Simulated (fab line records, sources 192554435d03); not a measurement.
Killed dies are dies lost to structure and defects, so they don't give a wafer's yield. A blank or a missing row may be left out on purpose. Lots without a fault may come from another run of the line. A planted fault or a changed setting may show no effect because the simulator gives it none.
Which tool did it? | flow n5_finfet | 23 lots, 69 wafers sampled, at 6 steps of a route of 1938

WHAT THE GAUGES READ, wafer by wafer
The record holds no reading of a measuring or inspecting step that can be judged against a usual standard deviation.

WHICH TOOL RAN EACH LOT (tool, then ch and the chambers of the sampled wafers, then the start)
lot  | N5_BEOL_M5_ANNEAL_84         | N5_BEOL_M5_CMP_52             | N5_BEOL_M6_STRIP_67                | N5_BEOL_M6_STRIP_19                | N5_BEOL_M6_ETCH_65                 | N5_BEOL_M6_PRE_CLEAN_45
L074 | pvd_sputter-02, day 8 10:55  | cmp-01 ch 0,1,2, day 8 13:32  | rie_diel-06 ch 1,2,3, day 8 15:47  | rie_diel-06 ch 0,1, day 8 16:04    | rie_diel-03 ch 0,3, day 8 19:21    | pvd_sputter-01, day 8 20:34
L076 | pvd_sputter-01, day 8 17:35  | cmp-02 ch 0,2,3, day 8 20:13  | rie_diel-03 ch 2,3, day 8 23:35    | rie_diel-02 ch 0,2,3, day 8 23:54  | rie_diel-02 ch 2,3, day 9 00:46    | pvd_sputter-01, day 9 02:56
L077 | pvd_sputter-03, day 9 09:47  | cmp-02 ch 0,2,3, day 9 14:19  | rie_diel-02 ch 0,2,3, day 9 17:11  | rie_diel-02 ch 2,3, day 9 17:20    | rie_diel-03 ch 0,1,3, day 9 20:37  | pvd_sputter-03, day 9 21:52
L078 | pvd_sputter-03, day 9 18:40  | cmp-02 ch 1,2,3, day 9 21:20  | rie_diel-03 ch 0,1,2, day 9 23:40  | rie_diel-02 ch 0,3, day 9 23:49    | rie_diel-06 ch 1,2, day 10 00:29   | pvd_sputter-03, day 10 01:54
L079 | pvd_sputter-01, day 9 20:16  | cmp-02 ch 2,3, day 9 22:53    | rie_diel-06 ch 0,3, day 10 01:54   | rie_diel-03 ch 0,2,3, day 10 02:18 | rie_diel-03 ch 1,2,3, day 10 05:17 | pvd_sputter-01, day 10 06:35
L080 | pvd_sputter-02, day 10 00:30 | cmp-01 ch 0,1,2, day 10 03:08 | rie_diel-03 ch 0,2,3, day 10 06:37 | rie_diel-06 ch 0,2,3, day 10 06:46 | rie_diel-03 ch 2,3, day 10 08:41   | pvd_sputter-01, day 10 10:06
L081 | pvd_sputter-01, day 10 03:31 | cmp-01 ch 0,1, day 10 06:06   | rie_diel-06 ch 0,2,3, day 10 09:49 | rie_diel-03 ch 1,3, day 10 09:58   | rie_diel-02 ch 0,1, day 10 10:39   | pvd_sputter-02, day 10 11:35
L082 | pvd_sputter-03, day 10 16:02 | cmp-03 ch 0,2,3, day 10 18:38 | rie_diel-03 ch 0,1,2, day 10 22:37 | rie_diel-06 ch 0,2,3, day 10 22:47 | rie_diel-03 ch 0,1,2, day 11 00:29 | pvd_sputter-01, day 11 01:37
L083 | pvd_sputter-02, day 11 03:53 | cmp-01 ch 0,2,3, day 11 06:44 | rie_diel-06 ch 0,3, day 11 11:08   | rie_diel-02 ch 0,1, day 11 11:17   | rie_diel-06 ch 0,1,3, day 11 12:02 | pvd_sputter-02, day 11 13:19
L085 | pvd_sputter-03, day 11 06:42 | cmp-03 ch 0,3, day 11 09:31   | rie_diel-06 ch 1,2, day 11 13:01   | rie_diel-06 ch 0,2, day 11 13:17   | rie_diel-03 ch 1,2,3, day 11 15:01 | pvd_sputter-03, day 11 16:03
L084 | pvd_sputter-02, day 11 09:05 | cmp-01 ch 0,2, day 11 12:04   | rie_diel-06 ch 1,3, day 11 15:58   | rie_diel-02 ch 1,2,3, day 11 16:10 | rie_diel-06 ch 0,1, day 11 18:16   | pvd_sputter-03, day 11 19:20
L086 | pvd_sputter-01, day 11 10:13 | cmp-02 ch 0,1, day 11 12:51   | rie_diel-06 ch 0,1, day 11 16:16   | rie_diel-06 ch 0,1,2, day 11 16:25 | rie_diel-02 ch 1,3, day 11 18:33   | pvd_sputter-01, day 11 19:31
L087 | pvd_sputter-03, day 11 12:36 | cmp-03 ch 0,2,3, day 11 15:27 | rie_diel-03 ch 0,1,2, day 11 19:31 | rie_diel-06 ch 1,3, day 11 19:44   | rie_diel-03 ch 0,2,3, day 11 20:29 | pvd_sputter-02, day 11 21:41
L088 | pvd_sputter-02, day 11 15:57 | cmp-03 ch 2,3, day 11 18:33   | rie_diel-03 ch 0,2,3, day 11 22:04 | rie_diel-06 ch 0,2,3, day 11 22:17 | rie_diel-03 ch 0,1, day 12 00:31   | pvd_sputter-03, day 12 01:36
L091 | pvd_sputter-02, day 12 21:58 | cmp-03 ch 0,1,3, day 13 00:34 | rie_diel-06 ch 1,2,3, day 13 03:10 | rie_diel-03 ch 0,1,3, day 13 03:19 | rie_diel-06 ch 0,1,2, day 13 03:55 | pvd_sputter-02, day 13 05:04
L090 | pvd_sputter-03, day 12 22:53 | cmp-01 ch 1,2, day 13 01:37   | rie_diel-06 ch 1,2,3, day 13 04:58 | rie_diel-02 ch 0,2,3, day 13 05:14 | rie_diel-02 ch 0,1,2, day 13 06:40 | pvd_sputter-03, day 13 08:13
L089 | pvd_sputter-01, day 12 23:12 | cmp-03 ch 0,1,2, day 13 01:50 | rie_diel-02 ch 0,2,3, day 13 05:13 | rie_diel-06 ch 2,3, day 13 05:22   | rie_diel-06 ch 1,3, day 13 07:40   | pvd_sputter-01, day 13 08:44
L093 | pvd_sputter-01, day 13 04:41 | cmp-01 ch 0,2, day 13 07:19   | rie_diel-03 ch 1,2, day 13 09:31   | rie_diel-03 ch 0,1, day 13 09:40   | rie_diel-06 ch 2,3, day 13 11:49   | pvd_sputter-01, day 13 12:56
L092 | pvd_sputter-03, day 13 06:01 | cmp-03 ch 0,2,3, day 13 08:36 | rie_diel-02 ch 0,2,3, day 13 13:07 | rie_diel-06 ch 0,2,3, day 13 13:23 | rie_diel-06 ch 0,2,3, day 13 15:06 | pvd_sputter-01, day 13 16:03
L094 | pvd_sputter-03, day 13 19:16 | cmp-03 ch 0,3, day 13 22:23   | rie_diel-06 ch 0,1,2, day 14 01:38 | rie_diel-02 ch 0,1,3, day 14 01:56 | rie_diel-02 ch 0,2,3, day 14 04:19 | pvd_sputter-02, day 14 05:40
L095 | pvd_sputter-02, day 14 01:08 | cmp-02 ch 0,1,2, day 14 03:49 | rie_diel-03 ch 0,1,3, day 14 06:14 | rie_diel-03 ch 0,1,2, day 14 06:23 | rie_diel-02 ch 0,1,3, day 14 07:17 | pvd_sputter-03, day 14 08:41
L096 | pvd_sputter-01, day 14 03:58 | cmp-01 ch 0,1, day 14 06:33   | rie_diel-03 ch 1,3, day 14 09:50   | rie_diel-06 ch 1,2, day 14 09:59   | rie_diel-06 ch 0,1,3, day 14 10:42 | pvd_sputter-03, day 14 13:11
L097 | pvd_sputter-01, day 14 08:36 | cmp-03 ch 0,2,3, day 14 11:12 | rie_diel-02 ch 0,1,3, day 14 13:55 | rie_diel-02 ch 0,2,3, day 14 14:04 | rie_diel-06 ch 0,1,2, day 14 14:41 | pvd_sputter-03, day 14 16:20
- N5_BEOL_M5_ANNEAL_84: time 1800 s.
- N5_BEOL_M5_CMP_52: polishes, stops on SiCOH lowk, t overpolish 6.9 s, target thk 62 nm.
- N5_BEOL_M6_STRIP_67: strips in CF4.
- N5_BEOL_M6_STRIP_19: strips in O2.
- N5_BEOL_M6_ETCH_65: etches SiARC in CF4, target depth 15.6 nm, time 26 s.
- N5_BEOL_M6_PRE_CLEAN_45: time 30 s.

WHAT THE TOOLS THEMSELVES READ (means of the sampled wafers that have a number; where no wafer has one, the mark that the record gives instead)
N5_BEOL_M5_ANNEAL_84.
lot  | tool           | heater_power_w (W)
L074 | pvd_sputter-02 | 788
L076 | pvd_sputter-01 | 787
L077 | pvd_sputter-03 | 850
L078 | pvd_sputter-03 | 881
L079 | pvd_sputter-01 | 753
L080 | pvd_sputter-02 | 726
L081 | pvd_sputter-01 | 877
L082 | pvd_sputter-03 | 875
L083 | pvd_sputter-02 | 744
L085 | pvd_sputter-03 | 884
L084 | pvd_sputter-02 | 750
L086 | pvd_sputter-01 | 825
L087 | pvd_sputter-03 | 893
L088 | pvd_sputter-02 | 757
L091 | pvd_sputter-02 | 745
L090 | pvd_sputter-03 | 870
L089 | pvd_sputter-01 | 721
L093 | pvd_sputter-01 | 774
L092 | pvd_sputter-03 | 846
L094 | pvd_sputter-03 | 860
L095 | pvd_sputter-02 | 722
L096 | pvd_sputter-01 | 843
L097 | pvd_sputter-01 | 822

N5_BEOL_M5_CMP_52.
lot  | tool   | barrier_field_endpoint_s (s) | clearing_platen_down_force_psi (psi) | motor_current_A (A) | overpolish_run_s (s) | time_to_endpoint_s (s)
L074 | cmp-01 | 25.6                         | 1.4991                               | 7.1                 | 6.898                | 67.5
L076 | cmp-02 | 24.7                         | 1.5036                               | 6.0                 | 6.906                | 63.2
L077 | cmp-02 | 25.5                         | 1.5000                               | 6.0                 | 6.896                | 63.9
L078 | cmp-02 | 24.5                         | 1.4989                               | 6.2                 | 6.898                | 60.7
L079 | cmp-02 | 24.5                         | 1.5008                               | 6.0                 | 6.903                | 65.1
L080 | cmp-01 | 24.5                         | 1.5017                               | 7.2                 | 6.897                | 61.0
L081 | cmp-01 | 25.1                         | 1.5009                               | 7.4                 | 6.909                | 64.2
L082 | cmp-03 | 24.3                         | 1.4993                               | 5.8                 | 6.896                | 64.3
L083 | cmp-01 | 25.1                         | 1.4971                               | 6.9                 | 6.896                | 64.1
L085 | cmp-03 | 24.8                         | 1.4981                               | 5.8                 | 6.894                | 61.6
L084 | cmp-01 | 23.7                         | 1.5025                               | 6.9                 | 6.907                | 60.1
L086 | cmp-02 | 24.1                         | 1.5022                               | 5.9                 | 6.901                | 62.4
L087 | cmp-03 | 24.9                         | 1.4997                               | 5.8                 | 6.904                | 59.9
L088 | cmp-03 | 25.0                         | 1.4963                               | 5.6                 | 6.890                | 61.1
L091 | cmp-03 | 24.7                         | 1.5002                               | 6.6                 | 6.896                | 62.1
L090 | cmp-01 | 24.8                         | 1.5023                               | 7.1                 | 6.904                | 62.9
L089 | cmp-03 | 24.7                         | 1.5017                               | 6.5                 | 6.891                | 61.2
L093 | cmp-01 | 25.2                         | 1.5020                               | 7.1                 | 6.901                | 65.5
L092 | cmp-03 | 24.4                         | 1.4991                               | 5.8                 | 6.906                | 61.6
L094 | cmp-03 | 25.2                         | 1.5002                               | 5.9                 | 6.905                | 64.1
L095 | cmp-02 | 25.2                         | 1.5001                               | 6.4                 | 6.901                | 62.2
L096 | cmp-01 | 23.9                         | 1.4977                               | 7.2                 | 6.894                | 59.2
L097 | cmp-03 | 25.7                         | 1.4980                               | 5.7                 | 6.900                | 65.9

N5_BEOL_M6_STRIP_67.
lot  | tool        | drypump_motor_current_A (A) | oes_product_au (a.u.) | rf_vpp_V (V) | showerhead_plenum_p_Torr (Torr) | throttle_valve_pct (%)
L074 | rie_diel-06 | 5.7                         | 0.82                  | 271.1        | 1.81                            | 13.32
L076 | rie_diel-03 | 5.5                         | 0.87                  | 272.3        | 1.86                            | 13.51
L077 | rie_diel-02 | 5.6                         | 0.78                  | 270.3        | 1.78                            | 13.56
L078 | rie_diel-03 | 5.8                         | 0.85                  | 272.3        | 1.86                            | 13.61
L079 | rie_diel-06 | 6.0                         | 0.82                  | 273.2        | 1.87                            | 13.18
L080 | rie_diel-03 | 5.7                         | 0.83                  | 272.6        | 1.83                            | 13.56
L081 | rie_diel-06 | 5.7                         | 0.82                  | 272.4        | 1.85                            | 13.18
L082 | rie_diel-03 | 5.7                         | 0.85                  | 272.8        | 1.86                            | 13.64
L083 | rie_diel-06 | 6.0                         | 0.81                  | 273.5        | 1.87                            | 13.21
L085 | rie_diel-06 | 5.8                         | 0.79                  | 269.9        | 1.75                            | 13.43
L084 | rie_diel-06 | 5.9                         | 0.79                  | 272.3        | 1.83                            | 13.47
L086 | rie_diel-06 | 6.1                         | 0.80                  | 271.9        | 1.82                            | 13.27
L087 | rie_diel-03 | 5.7                         | 0.84                  | 272.2        | 1.86                            | 13.65
L088 | rie_diel-03 | 5.8                         | 0.82                  | 273.0        | 1.83                            | 13.60
L091 | rie_diel-06 | 5.7                         | 0.79                  | 271.8        | 1.80                            | 13.40
L090 | rie_diel-06 | 5.7                         | 0.78                  | 272.2        | 1.80                            | 13.39
L089 | rie_diel-02 | 5.6                         | 0.85                  | 271.5        | 1.77                            | 13.41
L093 | rie_diel-03 | 5.6                         | 0.84                  | 274.2        | 1.89                            | 13.57
L092 | rie_diel-02 | 5.6                         | 0.84                  | 270.8        | 1.77                            | 13.44
L094 | rie_diel-06 | 5.8                         | 0.78                  | 271.9        | 1.79                            | 13.32
L095 | rie_diel-03 | 5.8                         | 0.80                  | 272.1        | 1.83                            | 13.59
L096 | rie_diel-03 | 5.7                         | 0.80                  | 272.6        | 1.83                            | 13.43
L097 | rie_diel-02 | 5.7                         | 0.83                  | 270.7        | 1.79                            | 13.46

N5_BEOL_M6_STRIP_19.
lot  | tool        | drypump_motor_current_A (A) | oes_product_au (a.u.) | rf_vpp_V (V) | showerhead_plenum_p_Torr (Torr) | throttle_valve_pct (%)
L074 | rie_diel-06 | 6.1                         | 0.80                  | 3.8          | 2.11                            | 16.59
L076 | rie_diel-02 | 5.6                         | 0.81                  | 4.0          | 2.08                            | 16.65
L077 | rie_diel-02 | 5.4                         | 0.70                  | 4.2          | 2.09                            | 16.73
L078 | rie_diel-02 | 5.9                         | 0.87                  | 4.3          | 2.07                            | 16.63
L079 | rie_diel-03 | 5.7                         | 0.84                  | 3.9          | 2.15                            | 16.72
L080 | rie_diel-06 | 5.7                         | 0.84                  | 3.8          | 2.18                            | 16.31
L081 | rie_diel-03 | 5.6                         | 0.87                  | 3.5          | 2.21                            | 16.59
L082 | rie_diel-06 | 5.7                         | 0.83                  | 4.1          | 2.18                            | 16.33
L083 | rie_diel-02 | 6.2                         | 0.90                  | 3.4          | 2.06                            | 16.59
L085 | rie_diel-06 | 5.4                         | 0.83                  | 3.3          | 2.16                            | 16.29
L084 | rie_diel-02 | 5.4                         | 0.90                  | 4.0          | 2.10                            | 16.32
L086 | rie_diel-06 | 5.8                         | 0.80                  | 3.4          | 2.13                            | 16.48
L087 | rie_diel-06 | 5.9                         | 0.80                  | 3.4          | 2.13                            | 16.52
L088 | rie_diel-06 | 5.6                         | 0.82                  | 3.4          | 2.18                            | 16.34
L091 | rie_diel-03 | 5.8                         | 0.81                  | 3.6          | 2.15                            | 16.72
L090 | rie_diel-02 | 5.7                         | 0.86                  | 3.5          | 2.07                            | 16.56
L089 | rie_diel-06 | 5.3                         | 0.82                  | 3.4          | 2.14                            | 16.32
L093 | rie_diel-03 | 6.0                         | 0.80                  | 3.7          | 2.13                            | 16.86
L092 | rie_diel-06 | 5.7                         | 0.81                  | 3.7          | 2.17                            | 16.37
L094 | rie_diel-02 | 5.7                         | 0.83                  | 3.7          | 2.09                            | 16.51
L095 | rie_diel-03 | 5.7                         | 0.82                  | 3.9          | 2.17                            | 16.84
L096 | rie_diel-06 | 5.4                         | 0.79                  | 3.9          | 2.09                            | 16.48
L097 | rie_diel-02 | 5.6                         | 0.84                  | 3.7          | 2.06                            | 16.58

N5_BEOL_M6_ETCH_65.
lot  | tool        | drypump_motor_current_A (A) | etch_rf_on_time_s (s) | oes_product_au (a.u.) | rf_vpp_V (V) | showerhead_plenum_p_Torr (Torr) | throttle_valve_pct (%)
L074 | rie_diel-03 | 6.0                         | 25.9                  | 0.71                  | 184.1        | 2.16                            | 15.68
L076 | rie_diel-02 | 5.4                         | 25.9                  | 0.62                  | 184.9        | 2.12                            | 15.58
L077 | rie_diel-03 | 5.8                         | 25.6                  | 0.72                  | 184.6        | 2.19                            | 15.55
L078 | rie_diel-06 | 5.8                         | 25.4                  | 0.69                  | 182.9        | 2.10                            | 15.44
L079 | rie_diel-03 | 5.6                         | 25.3                  | 0.75                  | 185.6        | 2.22                            | 15.49
L080 | rie_diel-03 | 5.6                         | 25.8                  | 0.72                  | 184.7        | 2.19                            | 15.47
L081 | rie_diel-02 | 5.9                         | 25.3                  | 0.82                  | 184.0        | 2.16                            | 15.39
L082 | rie_diel-03 | 5.7                         | 25.2                  | 0.74                  | 185.8        | 2.22                            | 15.69
L083 | rie_diel-06 | 6.0                         | 24.9                  | 0.70                  | 184.7        | 2.18                            | 15.39
L085 | rie_diel-03 | 5.6                         | 25.3                  | 0.73                  | 185.6        | 2.22                            | 15.51
L084 | rie_diel-06 | 6.1                         | 25.8                  | 0.67                  | 184.0        | 2.12                            | 15.45
L086 | rie_diel-02 | 5.4                         | 26.1                  | 0.75                  | 184.3        | 2.17                            | 15.24
L087 | rie_diel-03 | 5.7                         | 25.8                  | 0.70                  | 185.4        | 2.19                            | 15.67
L088 | rie_diel-03 | 5.8                         | 25.6                  | 0.72                  | 185.2        | 2.22                            | 15.62
L091 | rie_diel-06 | 5.8                         | 25.9                  | 0.67                  | 183.4        | 2.15                            | 15.32
L090 | rie_diel-02 | 5.9                         | 25.3                  | 0.77                  | 183.8        | 2.12                            | 15.45
L089 | rie_diel-06 | 5.9                         | 24.5                  | 0.68                  | 185.1        | 2.18                            | 15.52
L093 | rie_diel-06 | 5.3                         | 25.4                  | 0.69                  | 185.4        | 2.19                            | 15.28
L092 | rie_diel-06 | 5.7                         | 25.5                  | 0.69                  | 185.7        | 2.21                            | 15.27
L094 | rie_diel-02 | 5.7                         | 25.3                  | 0.72                  | 183.3        | 2.11                            | 15.49
L095 | rie_diel-02 | 5.7                         | 25.8                  | 0.71                  | 183.3        | 2.14                            | 15.49
L096 | rie_diel-06 | 6.0                         | 25.5                  | 0.66                  | 185.0        | 2.17                            | 15.44
L097 | rie_diel-06 | 5.8                         | 25.9                  | 0.66                  | 184.5        | 2.14                            | 15.36

N5_BEOL_M6_PRE_CLEAN_45.
lot  | tool           | heater_power_w (W)
L074 | pvd_sputter-01 | 314
L076 | pvd_sputter-01 | 329
L077 | pvd_sputter-03 | 333
L078 | pvd_sputter-03 | 358
L079 | pvd_sputter-01 | 304
L080 | pvd_sputter-01 | 325
L081 | pvd_sputter-02 | 319
L082 | pvd_sputter-01 | 340
L083 | pvd_sputter-02 | 316
L085 | pvd_sputter-03 | 335
L084 | pvd_sputter-03 | 338
L086 | pvd_sputter-01 | 379
L087 | pvd_sputter-02 | 320
L088 | pvd_sputter-03 | 339
L091 | pvd_sputter-02 | 311
L090 | pvd_sputter-03 | 362
L089 | pvd_sputter-01 | 378
L093 | pvd_sputter-01 | 330
L092 | pvd_sputter-01 | 316
L094 | pvd_sputter-02 | 303
L095 | pvd_sputter-03 | 354
L096 | pvd_sputter-03 | 364
L097 | pvd_sputter-03 | 359

THE ANSWER, worked out from the rows above alone
Rule: what is usual is taken from the lots themselves. Put in order of their means at a reading, lots are off if they are a third of the lots or fewer, leave a main group of 4 or more, and stand apart from it by a gap of 3 or more times the standard deviation of the main group's means; of several such gaps the widest counts. A main group whose means are all the same, to the digits that the tables above print for the reading, isn't used. A lot without any number at a reading at which 4 lots or more have one is off too. The other lots that the step has rows for count as sound. The gauges are gone through in route order, then the tools' own readings, and for those a lot's mean is taken as printed above. The first step at which some lot is off is used, and at that step the reading that is off furthest; a lot without a number counts as furthest.
No lot is off at any reading shown: from this, nothing can be told.

WHAT THE SIMULATOR HAD PUT IN
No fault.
